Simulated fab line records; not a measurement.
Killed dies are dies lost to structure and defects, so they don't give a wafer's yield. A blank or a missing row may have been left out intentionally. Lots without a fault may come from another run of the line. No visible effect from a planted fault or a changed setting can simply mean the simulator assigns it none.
fab line records	flow nand-harc	part 1 of 2: steps 1 to 34 of 48
record: lots: 5	wafers: 15	last-day: 32
route steps=1302 shown P_STI@93 P_GATE@110
lots untouched by any fault: they come from a run of this same line in which no faults occurred
start-h: the number of hours between the record's first day and the start of the first shown wafer of the lot	wait-h: time in hours since the lot's previous step	" identical to the entry in the row above	L1.1+2: one row covering several wafers at once	- no value, or no start given	* or withheld: withheld	< > ~ a bound
route shown NAME@n: a module of which the file shows steps, and the number in the route of the first	usual: average and standard deviation across the fault-free wafers	same: alike in all rows	chamber/n: place in a boat	sites: readings site by site	_std_site: standard deviation across them	_edge_site: inner sites' mean taken away from outer sites' mean	radius-mm: how far each site lies from the wafer's centre	mask NAME#n: copy n	behind: tool/chamber where the wafer was last shaped	hold: why the lot was held/for how many hours/how that ended	device: the n, p or np transistor that did not switch	end of line: the tests these same wafers got at the end of their route	step lacking rows: just its recipe	killed: not the wafer's yield, but the dies lost to structure and defects at the first sort	map: shows each die of a wafer: x if killed, . if not, _ if none is there
set.NAME: the setting that was run; set.NAME@STEP: the one run at that earlier step	model.NAME: the simulator's own value behind a step, which no gauge read
lots at some steps of the route; a table a step, a row a wafer
services: the hour from which a tool's chamber was out of use, counted from the record's first day as start-h (under 0 if before that day), plus the number of hours and why
== steps ==
step: NHARC_P_STI_STRIP_19
recipe: time-s: 900	temp-c: 130	chemistry: SPM
usual: bath-heat-duty-pct: 15.2/2.1
lot.wafer	tool	chamber	start-h	wait-h	bath-heat-duty-pct
L074.2	wet-bench-06	5	50.84	0.1	14.6
L074.4	"	7	"	"	18.3
L074.3	"	0	"	"	14.6
L080.6	wet-bench-09	0	107.33	0.1	18.1
L080.2	"	1	"	"	16.1
L080.1	"	4	"	"	18.5
L086.3	wet-bench-09	6	167.03	0.1	13.8
L086.1	"	7	"	"	13.4
L086.5	"	0	"	"	18.1
L090.1	wet-bench-06	2	206.70	0.1	18.9
L090.5	"	3	"	"	11.7
L090.6	"	4	"	"	14.4
L093.3	wet-bench-06	2	235.82	0.1	20.5
L093.6	"	5	"	"	13.6
L093.1	"	6	"	"	15.3
step: NHARC_P_STI_PRECLEAN_32
recipe: time-s: *	temp-c: 50	bath-age-min: 0	chemistry: SC1
usual: bath-heat-duty-pct: 7.3/1.1
lot.wafer	tool	chamber	start-h	wait-h	bath-heat-duty-pct
L074.2	wet-bench-06	5	-	-	6.3
L074.4	"	7	"	"	7.0
L074.3	"	0	"	"	5.9
L080.6	wet-bench-09	0	-	-	9.0
L080.2	"	1	"	"	8.7
L080.1	"	4	"	"	7.9
L086.3	wet-bench-09	6	-	-	7.0
L086.1	"	7	"	"	6.8
L086.5	"	0	"	"	8.1
L090.1	wet-bench-06	2	-	-	8.7
L090.5	"	3	"	"	5.2
L090.6	"	4	"	"	6.4
L093.3	wet-bench-06	2	-	-	10.1
L093.6	"	5	"	"	7.2
L093.1	"	6	"	"	7.9
step: NHARC_P_STI_SRD_23
lot.wafer	tool	chamber	start-h	wait-h
L074.2+4+3	wet-bench-06	5,7,0	-	-
L080.6+2+1	wet-bench-09	0,1,4	-	-
L086.3+1+5	wet-bench-09	6,7,0	-	-
L090.1+5+6	wet-bench-06	2,3,4	-	-
L093.3+6+1	wet-bench-06	2,5,6	-	-
step: NHARC_P_STI_OCD_MEAS_43
usual: trench-depth-nm: 300/5.5	trench-foot-cd-nm: 157/3.3
lot.wafer	tool	chamber	start-h	wait-h	trench-depth-nm	trench-foot-cd-nm
L074.2	ocd-01	-	51.28	-	299	158
L074.3	"	-	"	"	296	156
L074.4	"	-	"	"	292	156
L080.1	ocd-01	-	107.78	-	297	154
L080.2	"	-	"	"	307	156
L080.6	"	-	"	"	298	159
L086.1	ocd-02	-	167.48	-	304	158
L086.3	"	-	"	"	295	160
L086.5	"	-	"	"	304	154
L090.1	ocd-01	-	207.14	-	291	151
L090.5	"	-	"	"	292	160
L090.6	"	-	"	"	304	155
L093.1	ocd-02	-	236.27	-	304	160
L093.3	"	-	"	"	298	156
L093.6	"	-	"	"	301	160
step: NHARC_P_STI_OXIDE_33
recipe: target-thk-a: 100	temp-c: 1000	ox-time-s: 281	material: SiO2
lot.wafer	tool	chamber	start-h	wait-h
L074.2+3+4	furnace-03	0	54.97	3.7
L080.1+2+6	furnace-05	0	111.01	3.2
L086.1+3+5	furnace-04	0	170.47	3.0
L090.1+5+6	furnace-04	0	210.58	3.4
L093.1+3+6	furnace-04	0	241.55	5.3
step: NHARC_P_STI_HDPCVD_20
recipe: target-thk-a: withheld	sigma-open-frac: withheld	material: SiO2
lot.wafer	tool	chamber	start-h	wait-h
L074.2+3+4	hdpcvd-01	1,0,1	59.77	0.5
L080.2+1+6	hdpcvd-01	0,1,1	115.74	0.4
L086.1+3+5	hdpcvd-01	0,1,1	175.22	0.5
L090.1+6+5	hdpcvd-01	1,0,1	215.40	0.5
L093.1+3+6	hdpcvd-01	1,0,1	246.37	0.5
step: NHARC_P_STI_ANNEAL_34
recipe: temp-c: 1000	time-s: 1800
lot.wafer	tool	chamber	start-h	wait-h
L074.2+3+4	furnace-05	0	64.11	4.3
L080.1+2+6	furnace-04	0	123.60	7.7
L086.1+3+5	furnace-03	0	179.88	4.6
L090.1+5+6	furnace-04	0	219.13	3.6
L093.1+3+6	furnace-03	0	250.53	4.1
step: NHARC_P_STI_CMP_21
recipe: t-overpolish-s: 20	target-thk-nm: 380.67
usual: motor-current-A: 12.5/1.1	overpolish-run-s: 20.001/0.009	retaining-ring-pressure-frac: 1.000/0.0054
lot.wafer	tool	chamber	start-h	wait-h	motor-current-A	overpolish-run-s	retaining-ring-pressure-frac
L074.4	cmp-04	1	69.03	0.4	13.3	20.005	0.995
L074.2	"	2	"	"	14.4	20.027	1.001
L074.3	"	0	"	"	12.3	20.000	0.999
L080.1	cmp-04	0	128.55	0.4	11.9	19.979	1.012
L080.2	"	2	"	"	13.6	19.996	1.000
L080.6	"	3	"	"	11.8	19.989	1.000
L086.1	cmp-03	2	184.85	0.4	11.8	19.991	0.995
L086.3	"	1	"	"	10.9	19.983	1.011
L086.5	"	3	"	"	12.0	19.990	1.002
L090.1	cmp-04	2	224.09	0.4	14.4	20.003	0.992
L090.6	"	2	"	"	13.5	20.002	0.987
L090.5	"	3	"	"	12.0	19.991	0.997
L093.1	cmp-04	3	255.49	0.4	11.8	19.996	1.002
L093.3	"	0	"	"	12.0	19.991	1.005
L093.6	"	2	"	"	13.6	20.012	1.007
step: NHARC_P_STI_SRD_35
lot.wafer	tool	chamber	start-h	wait-h
L074.3+2+4	wet-bench-04	3,5,0	69.34	0.0
L080.6+2+1	wet-bench-04	3,4,5	128.84	0.0
L086.5+1+3	wet-bench-09	4,5,6	185.16	0.0
L090.5+6+1	wet-bench-04	3,6,0	224.39	0.0
L093.1+3+6	wet-bench-04	2,5,6	255.74	0.0
step: NHARC_P_STI_ETCH_36
recipe: target-depth-a: 388	chemistry: dHF	material: SiO2
lot.wafer	tool	chamber	start-h	wait-h
L074.3+2+4	wet-bench-04	3,5,0	69.36	0.0
L080.6+2+1	wet-bench-04	3,4,5	128.86	0.0
L086.5+1+3	wet-bench-09	4,5,6	185.18	0.0
L090.5+6+1	wet-bench-04	3,6,0	224.41	0.0
L093.1+3+6	wet-bench-04	2,5,6	255.76	0.0
step: NHARC_P_STI_STRIP_24
recipe: temp-c: 160	chemistry: H3PO4	material: Si3N4
usual: bath-heat-duty-pct: 28/3.7
lot.wafer	tool	chamber	start-h	wait-h	bath-heat-duty-pct
L074.3	wet-bench-04	3	69.37	0.0	28
L074.2	"	5	"	"	30
L074.4	"	0	"	"	30
L080.6	wet-bench-04	3	128.88	0.0	29
L080.2	"	4	"	"	29
L080.1	"	5	"	"	30
L086.5	wet-bench-09	4	185.20	0.0	32
L086.1	"	5	"	"	23
L086.3	"	6	"	"	25
L090.5	wet-bench-04	3	224.42	0.0	30
L090.6	"	6	"	"	33
L090.1	"	0	"	"	29
L093.1	wet-bench-04	2	255.78	0.0	28
L093.3	"	5	"	"	28
L093.6	"	6	"	"	30
step: NHARC_P_STI_ETCH_37
recipe: target-depth-a: 110	chemistry: dHF	material: SiO2
lot.wafer	tool	chamber	start-h	wait-h
L074.3+2+4	wet-bench-04	3,5,0	-	-
L080.6+2+1	wet-bench-04	3,4,5	-	-
L086.5+1+3	wet-bench-09	4,5,6	-	-
L090.5+6+1	wet-bench-04	3,6,0	-	-
L093.1+3+6	wet-bench-04	2,5,6	-	-
step: NHARC_P_STI_PRECLEAN_38
recipe: time-s: *	temp-c: 50	bath-age-min: 0	chemistry: SC1
usual: bath-heat-duty-pct: 7.4/1
lot.wafer	tool	chamber	start-h	wait-h	bath-heat-duty-pct
L074.3	wet-bench-04	3	-	-	7.5
L074.2	"	5	"	"	7.1
L074.4	"	0	"	"	7.7
L080.6	wet-bench-04	3	-	-	7.9
L080.2	"	4	"	"	7.7
L080.1	"	5	"	"	7.5
L086.5	wet-bench-09	4	-	-	8.6
L086.1	"	5	"	"	5.6
L086.3	"	6	"	"	6.7
L090.5	wet-bench-04	3	-	-	9.0
L090.6	"	6	"	"	8.8
L090.1	"	0	"	"	8.5
L093.1	wet-bench-04	2	-	-	8.1
L093.3	"	5	"	"	7.5
L093.6	"	6	"	"	8.6
step: NHARC_P_STI_SRD_39
lot.wafer	tool	chamber	start-h	wait-h
L074.3+2+4	wet-bench-04	3,5,0	-	-
L080.6+2+1	wet-bench-04	3,4,5	-	-
L086.5+1+3	wet-bench-09	4,5,6	-	-
L090.5+6+1	wet-bench-04	3,6,0	-	-
L093.1+3+6	wet-bench-04	2,5,6	-	-
step: NHARC_P_STI_OXIDE_40
recipe: target-thk-a: 100	temp-c: 900	ox-time-s: 1362	material: SiO2
lot.wafer	tool	chamber	start-h	wait-h
L074.2+3+4	furnace-04	0	75.48	-
L080.1+2+6	furnace-03	0	137.87	-
L086.1+3+5	furnace-03	0	189.25	-
L090.1+5+6	furnace-05	0	228.28	-
L093.1+3+6	furnace-05	0	259.33	-
step: NHARC_P_STI_INSPECT_25
usual: raw-defect-count: 205/79
lot.wafer	tool	chamber	start-h	wait-h	raw-defect-count
L074.2	defect-inspect-01	-	79.56	0.4	177
L074.3	"	-	"	"	104
L074.4	"	-	"	"	123
L080.1	defect-inspect-02	-	141.83	0.4	249
L080.2	"	-	"	"	168
L080.6	"	-	"	"	221
L086.1	defect-inspect-01	-	193.34	0.4	236
L086.3	"	-	"	"	236
L086.5	"	-	"	"	338
L090.1	defect-inspect-02	-	232.37	0.4	148
L090.5	"	-	"	"	172
L090.6	"	-	"	"	221
L093.1	defect-inspect-01	-	263.40	0.4	166
L093.3	"	-	"	"	206
L093.6	"	-	"	"	216
step: NHARC_P_GATE_ETCH_69
recipe: target-depth-a: 140	chemistry: dHF	material: SiO2
lot.wafer	tool	chamber	start-h	wait-h
L074.4+2+3	wet-bench-05	0,2,3	79.62	0.1
L080.2+6+1	wet-bench-07	2,4,7	141.88	0.1
L086.5+1+3	wet-bench-01	3,6,0	193.39	0.0
L090.6+1+5	wet-bench-05	2,3,5	232.42	0.0
L093.6+1+3	wet-bench-01	3,4,6	263.47	0.1
step: NHARC_P_GATE_PRECLEAN_70
recipe: time-s: *	temp-c: 50	bath-age-min: 0	chemistry: SC1
usual: bath-heat-duty-pct: 7.1/1
lot.wafer	tool	chamber	start-h	wait-h	bath-heat-duty-pct
L074.4	wet-bench-05	0	79.70	0.1	6.9
L074.2	"	2	"	"	6.9
L074.3	"	3	"	"	7.8
L080.2	wet-bench-07	2	141.98	0.1	6.2
L080.6	"	4	"	"	6.1
L080.1	"	7	"	"	7.2
L086.5	wet-bench-01	3	193.49	0.1	6.7
L086.1	"	6	"	"	6.0
L086.3	"	0	"	"	7.0
L090.6	wet-bench-05	2	232.51	0.1	6.9
L090.1	"	3	"	"	8.0
L090.5	"	5	"	"	6.4
L093.6	wet-bench-01	3	263.55	0.1	7.5
L093.1	"	4	"	"	6.6
L093.3	"	6	"	"	6.5
step: NHARC_P_GATE_SRD_01
lot.wafer	tool	chamber	start-h	wait-h
L074.4+2+3	wet-bench-05	0,2,3	-	-
L080.2+6+1	wet-bench-07	2,4,7	-	-
L086.5+1+3	wet-bench-01	3,6,0	-	-
L090.6+1+5	wet-bench-05	2,3,5	-	-
L093.6+1+3	wet-bench-01	3,4,6	-	-
step: NHARC_P_GATE_OXIDE_02
recipe: target-thk-a: 375	temp-c: 950	p-h2o-torr: 720	ox-time-s: 365	material: SiO2
lot.wafer	tool	chamber	start-h	wait-h
L074.2+3+4	furnace-01	0	84.14	-
L080.1+2+6	furnace-01	0	145.19	-
L086.1+3+5	furnace-01	0	200.41	-
L090.1+5+6	furnace-08	0	236.09	-
L093.1+3+6	furnace-01	0	266.76	-
step: NHARC_P_GATE_DEHYDRATE_03
recipe: temp-c: 150	time-s: 120
usual: plate-temp-C: 150.03/0.14
lot.wafer	tool	chamber	start-h	wait-h	plate-temp-C
L074.2	litho-track-03	0	88.77	0.4	150.00
L074.3	"	0	"	"	150.01
L074.4	"	0	"	"	149.91
L080.1	litho-track-05	0	149.82	0.4	150.05
L080.2	"	0	"	"	149.82
L080.6	"	0	"	"	150.09
L086.1	litho-track-07	0	205.04	0.4	149.92
L086.3	"	0	"	"	150.14
L086.5	"	0	"	"	149.95
L090.1	litho-track-07	0	240.70	0.4	149.96
L090.5	"	0	"	"	149.77
L090.6	"	0	"	"	150.02
L093.1	litho-track-03	0	271.37	0.4	150.09
L093.3	"	0	"	"	149.95
L093.6	"	0	"	"	149.89
step: NHARC_P_GATE_HMDS_04
recipe: time-s: 30
lot.wafer	tool	chamber	start-h	wait-h
L074.2+3+4	litho-track-03	0	-	-
L080.1+2+6	litho-track-05	0	-	-
L086.1+3+5	litho-track-07	0	-	-
L090.1+5+6	litho-track-07	0	-	-
L093.1+3+6	litho-track-03	0	-	-
step: NHARC_P_GATE_COAT_05
recipe: spin-rpm: 4690
lot.wafer	tool	chamber	start-h	wait-h
L074.2+3+4	litho-track-03	0	-	-
L080.1+2+6	litho-track-05	0	-	-
L086.1+3+5	litho-track-07	0	-	-
L090.1+5+6	litho-track-07	0	-	-
L093.1+3+6	litho-track-03	0	-	-
step: NHARC_P_GATE_SOFTBAKE_06
recipe: temp-c: 122	time-s: 95
usual: plate-temp-C: 121.99/0.17
lot.wafer	tool	chamber	start-h	wait-h	plate-temp-C
L074.2	litho-track-03	0	-	-	122.02
L074.3	"	0	"	"	122.01
L074.4	"	0	"	"	122.09
L080.1	litho-track-05	0	-	-	122.14
L080.2	"	0	"	"	122.00
L080.6	"	0	"	"	121.87
L086.1	litho-track-07	0	-	-	121.99
L086.3	"	0	"	"	122.18
L086.5	"	0	"	"	121.82
L090.1	litho-track-07	0	-	-	121.91
L090.5	"	0	"	"	121.88
L090.6	"	0	"	"	121.79
L093.1	litho-track-03	0	-	-	121.74
L093.3	"	0	"	"	121.78
L093.6	"	0	"	"	121.88
step: NHARC_P_GATE_EBR_07
lot.wafer	tool	chamber	start-h	wait-h
L074.2+3+4	litho-track-03	0	-	-
L080.1+2+6	litho-track-05	0	-	-
L086.1+3+5	litho-track-07	0	-	-
L090.1+5+6	litho-track-07	0	-	-
L093.1+3+6	litho-track-03	0	-	-
step: NHARC_P_GATE_EXPOSE_08
recipe: na: 0.6	dose-mj: 16.75	mask-id: P_HV
usual: stage-vel-mm-s: 499.94/0.25
lot.wafer	tool	chamber	start-h	wait-h	mask	stage-vel-mm-s
L074.2	krf-scanner-01	0	89.04	-	P_HV#0	499.73
L074.3	"	0	"	"	P_HV#0	499.84
L074.4	"	0	"	"	P_HV#0	499.64
L080.1	krf-scanner-01	0	150.23	-	P_HV#0	500.15
L080.2	"	0	"	"	P_HV#0	499.89
L080.6	"	0	"	"	P_HV#0	499.64
L086.1	krf-scanner-02	0	205.30	-	P_HV#0	500.10
L086.3	"	0	"	"	P_HV#0	500.36
L086.5	"	0	"	"	P_HV#0	500.18
L090.1	krf-scanner-01	0	240.84	-	P_HV#0	500.12
L090.5	"	0	"	"	P_HV#0	499.56
L090.6	"	0	"	"	P_HV#0	499.84
L093.1	krf-scanner-03	0	271.52	-	P_HV#0	499.65
L093.3	"	0	"	"	P_HV#0	499.91
L093.6	"	0	"	"	P_HV#0	499.77
step: NHARC_P_GATE_PEB_09
recipe: peb-temp-c: 118	peb-time-s: 85
usual: plate-temp-C: 118.02/0.14
lot.wafer	tool	chamber	start-h	wait-h	plate-temp-C
L074.2	litho-track-03	0	89.10	0.1	117.88
L074.3	"	0	"	"	117.80
L074.4	"	0	"	"	117.77
L080.1	litho-track-03	0	150.29	0.1	118.16
L080.2	"	0	"	"	118.13
L080.6	"	0	"	"	118.18
L086.1	litho-track-07	0	205.37	0.1	118.07
L086.3	"	0	"	"	118.15
L086.5	"	0	"	"	118.23
L090.1	litho-track-03	0	240.91	0.1	118.10
L090.5	"	0	"	"	117.92
L090.6	"	0	"	"	118.08
L093.1	litho-track-05	0	271.58	0.1	118.03
L093.3	"	0	"	"	118.18
L093.6	"	0	"	"	118.11
step: NHARC_P_GATE_DEVELOP_10
recipe: time-s: 70
lot.wafer	tool	chamber	start-h	wait-h
L074.2+3+4	litho-track-03	0	-	-
L080.1+2+6	litho-track-03	0	-	-
L086.1+3+5	litho-track-07	0	-	-
L090.1+5+6	litho-track-03	0	-	-
L093.1+3+6	litho-track-05	0	-	-
step: NHARC_P_GATE_CD_MEAS_11
recipe: target-cd-nm: 1640	landing-energy-ev: 500
usual: cd-nm: 1640.3/2.3
lot.wafer	tool	chamber	start-h	wait-h	cd-nm
L074.2	cd-sem-03	0	89.19	-	1636.6
L074.3	"	0	"	"	1640.3
L074.4	"	0	"	"	1640.3
L080.1	cd-sem-03	0	150.38	-	1639.5
L080.2	"	0	"	"	1637.3
L080.6	"	0	"	"	1641.6
L086.1	cd-sem-01	0	205.46	-	1643.0
L086.3	"	0	"	"	1640.4
L086.5	"	0	"	"	1639.3
L090.1	cd-sem-03	0	241.00	-	1642.9
L090.5	"	0	"	"	1642.2
L090.6	"	0	"	"	1645.4
L093.1	cd-sem-02	0	271.67	-	1638.5
L093.3	"	0	"	"	1637.0
L093.6	"	0	"	"	1639.3
step: NHARC_P_GATE_HARDBAKE_12
recipe: temp-c: 125	time-s: 80
usual: plate-temp-C: 125.01/0.14
lot.wafer	tool	chamber	start-h	wait-h	plate-temp-C
L074.2	litho-track-07	0	89.27	-	124.87
L074.3	"	0	"	"	124.90
L074.4	"	0	"	"	124.84
L080.1	litho-track-05	0	150.46	-	124.76
L080.2	"	0	"	"	124.87
L080.6	"	0	"	"	124.93
L086.1	litho-track-05	0	205.54	-	125.14
L086.3	"	0	"	"	125.04
L086.5	"	0	"	"	124.99
L090.1	litho-track-07	0	241.08	-	124.98
L090.5	"	0	"	"	125.12
L090.6	"	0	"	"	125.04
L093.1	litho-track-07	0	271.75	-	124.82
L093.3	"	0	"	"	124.98
L093.6	"	0	"	"	125.04
step: NHARC_P_GATE_DESCUM_13
recipe: time-s: 3	o2-flow-sccm: 200	ar-flow-sccm: 0	bias-power-w: 0	chemistry: O2
usual: drypump-motor-current-A: 5.5/0.42	oes-product-au: 0.999/0.011	rf-vpp-V: 58.0/0.88	showerhead-plenum-p-Torr: 1.91/0.08	throttle-valve-pct: 11.311/0.0087
lot.wafer	tool	chamber	start-h	wait-h	drypump-motor-current-A	oes-product-au	rf-hours-counter-h	rf-vpp-V	showerhead-plenum-p-Torr	throttle-valve-pct
L074.3	rie-diel-12	2	89.35	-	5.2	1.018	8.9	56.7	1.92	11.320
L074.4	"	0	"	"	5.7	1.005	8.7	58.0	1.86	11.309
L074.2	"	1	"	"	5.2	1.006	8.9	56.8	1.83	11.314
L080.2	rie-diel-08	1	150.57	-	4.9	0.997	6.6	57.5	1.83	11.317
L080.1	"	2	"	"	5.4	0.998	7.8	59.8	1.79	11.310
L080.6	"	0	"	"	5.9	1.005	-	56.2	1.81	11.313
L086.1	rie-diel-08	0	205.63	-	5.9	1.008	0.1	57.8	1.81	11.298
L086.3	"	1	"	"	4.9	0.997	0.1	57.7	1.83	11.309
L086.5	"	3	"	"	6.0	1.002	-	59.4	1.94	11.330
L090.1	rie-diel-08	0	241.17	-	5.9	0.997	3.1	58.3	1.81	11.323
L090.5	"	3	"	"	6.1	0.996	-	56.9	1.94	11.324
L090.6	"	0	"	"	5.9	0.993	-	57.9	1.81	11.307
L093.3	rie-diel-02	1	271.86	-	5.7	0.994	1.7	58.7	1.94	11.330
L093.1	"	2	"	"	4.9	1.001	1.8	58.5	2.00	11.307
L093.6	"	3	"	"	5.3	0.986	-	57.9	1.99	11.309
step: NHARC_P_GATE_ETCH_14
recipe: target-depth-a: 488	chemistry: dHF	material: SiO2
lot.wafer	tool	chamber	start-h	wait-h
L074.3+4+2	wet-bench-01	4,5,0	89.49	0.1
L080.2+1+6	wet-bench-01	6,0,1	150.68	0.1
L086.5+3+1	wet-bench-05	6,7,0	205.78	0.1
L090.6+5+1	wet-bench-01	0,1,3	241.31	0.1
L093.1+6+3	wet-bench-07	3,5,7	271.99	0.1
step: NHARC_P_GATE_STRIP_15
recipe: time-s: 780	temp-c: 130	chemistry: SPM
usual: bath-heat-duty-pct: 14.7/1.8
lot.wafer	tool	chamber	start-h	wait-h	bath-heat-duty-pct
L074.3	wet-bench-01	4	89.54	0.0	14.2
L074.4	"	5	"	"	16.6
L074.2	"	0	"	"	14.8
L080.2	wet-bench-01	6	150.72	0.0	11.0
L080.1	"	0	"	"	15.5
L080.6	"	1	"	"	15.0
L086.5	wet-bench-05	6	205.82	0.0	14.7
L086.3	"	7	"	"	12.5
L086.1	"	0	"	"	15.5
L090.6	wet-bench-01	0	241.35	0.0	14.7
L090.5	"	1	"	"	14.2
L090.1	"	3	"	"	15.0
L093.1	wet-bench-07	3	272.03	0.0	14.1
L093.6	"	5	"	"	12.7
L093.3	"	7	"	"	15.4
step: NHARC_P_GATE_PRECLEAN_71
recipe: time-s: *	temp-c: 50	bath-age-min: 0	chemistry: SC1
usual: bath-heat-duty-pct: 7.1/0.89
lot.wafer	tool	chamber	start-h	wait-h	bath-heat-duty-pct
L074.3	wet-bench-01	4	-	-	7.0
L074.4	"	5	"	"	8.6
L074.2	"	0	"	"	6.4
L080.2	wet-bench-01	6	-	-	5.6
L080.1	"	0	"	"	6.9
L080.6	"	1	"	"	6.6
L086.5	wet-bench-05	6	-	-	6.3
L086.3	"	7	"	"	5.6
L086.1	"	0	"	"	7.6
L090.6	wet-bench-01	0	-	-	7.7
L090.5	"	1	"	"	7.8
L090.1	"	3	"	"	6.6
L093.1	wet-bench-07	3	-	-	7.3
L093.6	"	5	"	"	6.0
L093.3	"	7	"	"	7.7
